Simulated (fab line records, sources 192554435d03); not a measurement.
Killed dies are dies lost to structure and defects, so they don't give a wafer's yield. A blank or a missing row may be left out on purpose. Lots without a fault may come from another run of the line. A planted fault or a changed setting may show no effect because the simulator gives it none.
Split-lot experiment | flow n5_finfet | 7 lots, 21 wafers read, on a route of 1938 steps

THE SPLIT
At N5_MOL_CONTACT_COAG_ETCHBACK_136 (etches SiO2 in CHF3, target depth 25 nm, time 16.7 s), the setting target_depth_a was moved away from the recipe's 250 angstrom on 4 of the 21 wafers read, by -10.1% to +8.2%. The other wafers ran this setting at the recipe's value.

FROM THE SPLIT TO THE READING: what the file shows between them, 1 step
- N5_MOL_CONTACT_COAG_STRIP_120: strips in CHF3

THE READING
MOL_CONTACT_COAG.feature_depth_nm (the simulator's own value, which no gauge read), in nm, at N5_MOL_CONTACT_COAG_VIA_ETCH_117 (etches SiO2 in C4F6/O2, target depth 40 nm, overetch 8 nm, time 26 s). The file gives no usual value for it. The 17 wafers here that ran the recipe average 40.0 nm, standard deviation 0.31 nm.

wafer  | tool, chamber at the split | target_depth_a as run, angstrom | against the recipe | MOL_CONTACT_COAG.feature_depth_nm, nm | against lot-mates on the recipe
L075.1 | rie_diel-05, 1             | 238.4                           | -4.6%              | 41                                    | +0.6
L075.3 | rie_diel-05, 0,3           | 250                             | recipe             | 40.6                                  | -
L075.6 | rie_diel-05, 0,3           | 250                             | recipe             | 40.2                                  | -
L080.2 | rie_diel-04, 2,0           | 270.4                           | +8.2%              | 37.8                                  | -2.2
L080.3 | rie_diel-04, 0             | 250                             | recipe             | 40                                    | -
L080.5 | rie_diel-04, 2,0           | 270.4                           | +8.2%              | 38                                    | -2.0
L084.1 | rie_diel-04, 3,1,0         | 250                             | recipe             | 39.8                                  | -
L084.5 | rie_diel-04, 3,1,0         | 250                             | recipe             | 40.2                                  | -
L084.6 | rie_diel-04, 3,1,0         | 250                             | recipe             | 40.2                                  | -
L085.3 | rie_diel-04, 1,0,3         | 250                             | recipe             | 40                                    | -
L085.5 | rie_diel-04, 1,0,3         | 250                             | recipe             | 40                                    | -
L085.6 | rie_diel-04, 1,0,3         | 250                             | recipe             | 39.4                                  | -
L089.2 | rie_diel-06, 2             | 224.8                           | -10.1%             | 43                                    | +2.8
L089.5 | rie_diel-06, 2,1           | 250                             | recipe             | 40.4                                  | -
L089.6 | rie_diel-06, 2,1           | 250                             | recipe             | 40                                    | -
L094.1 | rie_diel-04, 3,2,0         | 250                             | recipe             | 39.8                                  | -
L094.2 | rie_diel-04, 3,2,0         | 250                             | recipe             | 39.6                                  | -
L094.4 | rie_diel-04, 3,2,0         | 250                             | recipe             | 39.8                                  | -
L096.1 | rie_diel-04, 2,0,1         | 250                             | recipe             | 39.4                                  | -
L096.3 | rie_diel-04, 2,0,1         | 250                             | recipe             | 40                                    | -
L096.6 | rie_diel-04, 2,0,1         | 250                             | recipe             | 39.8                                  | -
Where a row lists several chambers, the file gives one row for several wafers and doesn't say which wafer went through which chamber.

THE FIT
A straight line over all 21 wafers: MOL_CONTACT_COAG.feature_depth_nm changes by -0.27 nm for each +1% of target_depth_a; r = -0.95; the points scatter about the line by 0.31 nm.
The same after taking each lot's own level away (the mean of its wafers on the recipe; 21 wafers): -0.255 nm for each +1%; r = -0.97; scatter 0.24 nm.
On that fit, the largest move of target_depth_a shifts the reading by 2.6 nm.
The lots' own levels span 39.73 to 40.40 nm, that is 2.1 times the standard deviation above.
So the lot-to-lot level changes the slope little: the two slopes agree.
Check: with one of the wafers moved furthest among these (-10.1%) left out of the fit, the line predicts +2.34 nm for it against its lot-mates. It came out at +2.8 nm against them.

OTHER SPLITS ON THESE WAFERS
These wafers also went through other splits before the reading. Each is held against what the fit with the lots' levels taken away leaves over:
other split on the same wafers        | wafers away from the commonest value | r with MOL_CONTACT_COAG.feature_depth_nm (lot level and that fit taken away)
N5_HKMG_FIN_DESCUM_53 time_s          | 6                                    | +0.47
N5_GATE_CUT_CUT_ETCH_54 icp_w         | 10                                   | -0.08
N5_MOL_CONTACT_COAG_EXPOSE_81 dose_mj | 8                                    | -0.37

THE WHOLE CHAIN: every reading that the file lists as answering this split, in the file's order
step                             | what it does                                                         | reading                                                                            | change (the file's fit)               | r (the file's)
N5_MOL_CONTACT_COAG_VIA_ETCH_117 | etches SiO2 in C4F6/O2, target depth 40 nm, overetch 8 nm, time 26 s | etch.depth_nm (the simulator's own value, which no gauge read)                     | -0.254 nm for each +1% of the setting | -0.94
N5_MOL_CONTACT_COAG_VIA_ETCH_117 | etches SiO2 in C4F6/O2, target depth 40 nm, overetch 8 nm, time 26 s | MOL_CONTACT_COAG.feature_depth_nm (the simulator's own value, which no gauge read) | -0.254 nm for each +1% of the setting | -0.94

THE FILE'S OWN FIT
MOL_CONTACT_COAG.feature_depth_nm changes by -0.254 nm for each +1% of target_depth_a, r = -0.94.
